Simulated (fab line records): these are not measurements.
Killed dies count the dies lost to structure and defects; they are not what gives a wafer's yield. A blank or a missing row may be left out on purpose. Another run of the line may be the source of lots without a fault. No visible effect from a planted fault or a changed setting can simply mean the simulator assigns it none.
Which tool is to blame? ; flow n5_finfet ; 72 wafers from 24 lots sampled at 4 of the route's 1938 steps

WHAT THE GAUGES READ, wafer by wafer
N5_START_INSPECT_01: inspects for defects (unpatterned scan). Usual: 5.9 for raw_defect_count, sd 2.2.
lot;measured;on;raw_defect_count;flag
L074;day 1 12:02;defect_inspect-02;5 8 7;
L075;day 1 18:02;defect_inspect-01;8 0 7;
L076;day 2 00:02;defect_inspect-01;8 3 7;
L077;day 2 06:02;defect_inspect-02;2 6 6;
L078;day 2 12:02;defect_inspect-02;4 7 9;
L079;day 2 18:02;defect_inspect-02;7 10 3;
L080;day 3 00:02;defect_inspect-01;4 3 2;
L081;day 3 06:02;defect_inspect-02;9 6 2;
L082;day 3 12:02;defect_inspect-01;7 2 7;
L083;day 3 18:02;defect_inspect-02;4 5 5;
L084;day 4 00:02;defect_inspect-02;5 6 4;
L085;day 4 06:02;defect_inspect-02;3 6 2;
L086;day 4 12:02;defect_inspect-01;6 5 6;
L087;day 4 18:02;defect_inspect-01;5 10 7;
L088;day 5 00:02;defect_inspect-02;2 11 4;
L089;day 5 06:02;defect_inspect-02;10 1 6;
L090;day 5 12:02;defect_inspect-01;9 8 7;
L091;day 5 18:02;defect_inspect-02;11 6 3;
L092;day 6 00:02;defect_inspect-01;8 7 6;
L093;day 6 06:02;defect_inspect-01;9 5 5;
L094;day 6 12:02;defect_inspect-02;2 5 9;
L095;day 6 18:02;defect_inspect-02;7 6 4;
L096;day 7 00:02;defect_inspect-02;5 6 9;
L097;day 7 06:02;defect_inspect-01;6 6 8;

N5_ZERO_LAYER_INSPECT_20: inspects for defects (darkfield). Usual: 41 for raw_defect_count, sd 16.
lot;measured;on;raw_defect_count;flag
L074;day 1 13:15;defect_inspect-01;46 38 32;
L075;day 1 19:23;defect_inspect-01;15 29 29;
L076;day 2 01:23;defect_inspect-01;15 39 45;
L077;day 2 07:15;defect_inspect-02;36 24 19;
L078;day 2 13:25;defect_inspect-01;52 73 43;
L079;day 2 19:26;defect_inspect-01;34 27 30;
L080;day 3 01:38;defect_inspect-01;27 76 26;
L081;day 3 07:50;defect_inspect-02;26 44 33;
L082;day 3 13:18;defect_inspect-02;28 66 53;
L083;day 3 19:34;defect_inspect-02;106 50 82;
L084;day 4 01:16;defect_inspect-02;48 25 39;
L085;day 4 07:17;defect_inspect-02;53 15 46;
L086;day 4 13:23;defect_inspect-02;24 37 61;
L087;day 4 19:29;defect_inspect-02;26 60 39;
L088;day 5 02:01;defect_inspect-02;61 33 47;
L089;day 5 07:23;defect_inspect-02;39 22 15;
L090;day 5 13:23;defect_inspect-01;42 56 30;
L091;day 5 19:23;defect_inspect-02;36 26 50;
L092;day 6 01:15;defect_inspect-01;91 19 36;
L093;day 6 07:38;defect_inspect-02;55 26 46;
L094;day 6 13:26;defect_inspect-02;35 32 59;
L095;day 6 19:16;defect_inspect-01;21 88 44;
L096;day 7 01:16;defect_inspect-02;51 65 44;
L097;day 7 07:15;defect_inspect-02;39 33 40;

N5_PMOS_HMC_CHANNEL_EPI_OVL_MEAS_10. Usual: PMOS_HMC_BLK_OVL 0.2 nm, standard deviation 0.68.
lot;measured;on;PMOS_HMC_BLK_OVL (nm);flag
L074;day 1 17:26;overlay-01;0.1 -0.1 1.3;
L075;day 2 01:14;overlay-02;1.3 0.4 0.5;
L076;day 2 04:54;overlay-02;0.3 1.2 0.4;
L077;day 2 12:58;overlay-02;0.7 -0.3 0.9;
L078;day 2 17:17;overlay-02;0.7 -0.2 -0.2;
L079;day 2 23:37;overlay-01;0.0 -0.2 0.0;
L080;day 3 05:52;overlay-02;0.2 0.2 1.1;
L081;day 3 11:53;overlay-02;1.0 1.5 1.2;
L082;day 3 18:28;overlay-02;-0.4 0.2 0.3;
L083;day 4 00:08;overlay-02;0.3 1.4 0.6;
L084;day 4 05:39;overlay-02;-0.3 -1.0 0.0;
L085;day 4 11:25;overlay-02;1.2 0.4 0.7;
L086;day 4 16:59;overlay-01;-1.4 -1.0 -0.8;
L087;day 4 23:29;overlay-01;1.3 0.5 0.5;
L088;day 5 05:47;overlay-02;1.4 0.2 1.5;
L089;day 5 11:40;overlay-02;0.8 0.4 -0.1;
L090;day 5 17:34;overlay-01;-0.8 0.9 -0.7;
L091;day 5 23:02;overlay-01;-0.3 -0.3 -0.2;
L092;day 6 04:56;overlay-02;-0.3 -0.6 0.4;
L093;day 6 11:30;overlay-02;0.0 -1.0 -1.4;
L094;day 6 17:11;overlay-02;0.2 -0.4 -0.5;
L095;day 6 23:31;overlay-01;-0.7 0.6 -0.3;
L096;day 7 05:12;overlay-01;0.4 -0.1 -0.7;
L097;day 7 11:07;overlay-01;0.7 0.7 -0.4;

WHAT TOOL EACH LOT RAN ON (gives the tool, then ch and the chambers of the sampled wafers, and finally the start)
lot;N5_PMOS_HMC_CHANNEL_EPI_HM_DEP_34
L074;pecvd-04 ch 0,1, day 1 17:08
L075;pecvd-04 ch 0,1,2, day 2 00:48
L076;pecvd-03 ch 0,1, day 2 04:35
L077;pecvd-02 ch 0,2, day 2 12:31
L078;pecvd-02 ch 0,1, day 2 16:59
L079;pecvd-03 ch 0,1, day 2 23:18
L080;pecvd-02 ch 0,1,2, day 3 05:26
L081;pecvd-04 ch 0,1,2, day 3 11:35
L082;pecvd-03 ch 0,2, day 3 18:08
L083;pecvd-04 ch 0,2, day 3 23:42
L084;pecvd-03 ch 0,1, day 4 05:20
L085;pecvd-04 ch 0,2, day 4 10:59
L086;pecvd-03 ch 0,1, day 4 16:40
L087;pecvd-04 ch 0,1,2, day 4 23:04
L088;pecvd-03 ch 1,2, day 5 05:28
L089;pecvd-04 ch 0,1, day 5 11:13
L090;pecvd-04 ch 0,1,2, day 5 17:08
L091;pecvd-04 ch 0,1,2, day 5 22:44
L092;pecvd-02 ch 0,1,2, day 6 04:38
L093;pecvd-03 ch 0,1, day 6 11:11
L094;pecvd-02 ch 0,1,2, day 6 16:53
L095;pecvd-03 ch 0,2, day 6 23:12
L096;pecvd-02 ch 0,2, day 7 04:53
L097;pecvd-02 ch 1,2, day 7 10:41
- N5_PMOS_HMC_CHANNEL_EPI_HM_DEP_34: deposits SiO2 from TEOS/O2, target thk 36 nm, time 6.9 s.

AS READ BY THE TOOLS THEMSELVES (means over the sampled wafers that have a number; for cases with no such wafer, the mark the record gives instead)
N5_PMOS_HMC_CHANNEL_EPI_HM_DEP_34. Usual: heater_power_outer_w 290 W, standard deviation 60; heater_power_w 538 W, standard deviation 100; rf_fwd_power_W 887 W, standard deviation 4.6; showerhead_plenum_p_Torr 8.34 Torr, standard deviation 0.042; throttle_valve_pct 18.3 %, standard deviation 0.56.
lot;tool;heater_power_outer_w (W);heater_power_w (W);rf_fwd_power_W (W);showerhead_plenum_p_Torr (Torr);throttle_valve_pct (%);flag
L074;pecvd-04;203;406;885;8.39;19.0;
L075;pecvd-04;255;485;885;8.37;18.7;
L076;pecvd-03;367;645;892;8.34;18.3;
L077;pecvd-02;334;634;885;8.35;18.4;
L078;pecvd-02;311;591;886;8.35;18.5;
L079;pecvd-03;322;589;888;8.33;18.2;
L080;pecvd-02;315;585;883;8.35;18.3;
L081;pecvd-04;195;397;887;8.36;18.5;
L082;pecvd-03;321;559;890;8.28;17.9;
L083;pecvd-04;245;476;887;8.39;18.1;
L084;pecvd-03;310;531;892;8.31;18.2;
L085;pecvd-04;213;427;884;8.41;18.5;
L086;pecvd-03;344;574;891;8.31;18.1;
L087;pecvd-04;269;506;885;8.38;18.7;
L088;pecvd-03;316;619;891;8.28;18.0;
L089;pecvd-04;218;419;890;8.38;19.2;
L090;pecvd-04;245;465;888;8.38;18.6;
L091;pecvd-04;238;458;885;8.38;18.8;
L092;pecvd-02;353;632;882;8.35;18.2;
L093;pecvd-03;303;569;893;8.33;18.3;
L094;pecvd-02;326;602;883;8.36;18.0;
L095;pecvd-03;299;539;890;8.30;18.0;
L096;pecvd-02;379;697;884;8.37;18.1;
L097;pecvd-02;339;592;881;8.34;18.0;

THE ANSWER, worked out from the rows above alone
Rule: a lot counts as off when the mean over its wafers that have a number is more than 3 standard deviations away from the usual mean. Also off: a lot with no number at a reading for which 4 or more lots have one. All remaining lots with rows at the step are treated as sound. Order of review: gauges by route order, followed by the tools' own readings, for which a lot's mean as printed above is used. The first step at which some lot is off is used, and at that step the reading that is off furthest; a lot without a number counts as furthest.
No lot is off at any reading shown: from this, nothing can be told.

WHAT THE SIMULATOR HAD PUT IN
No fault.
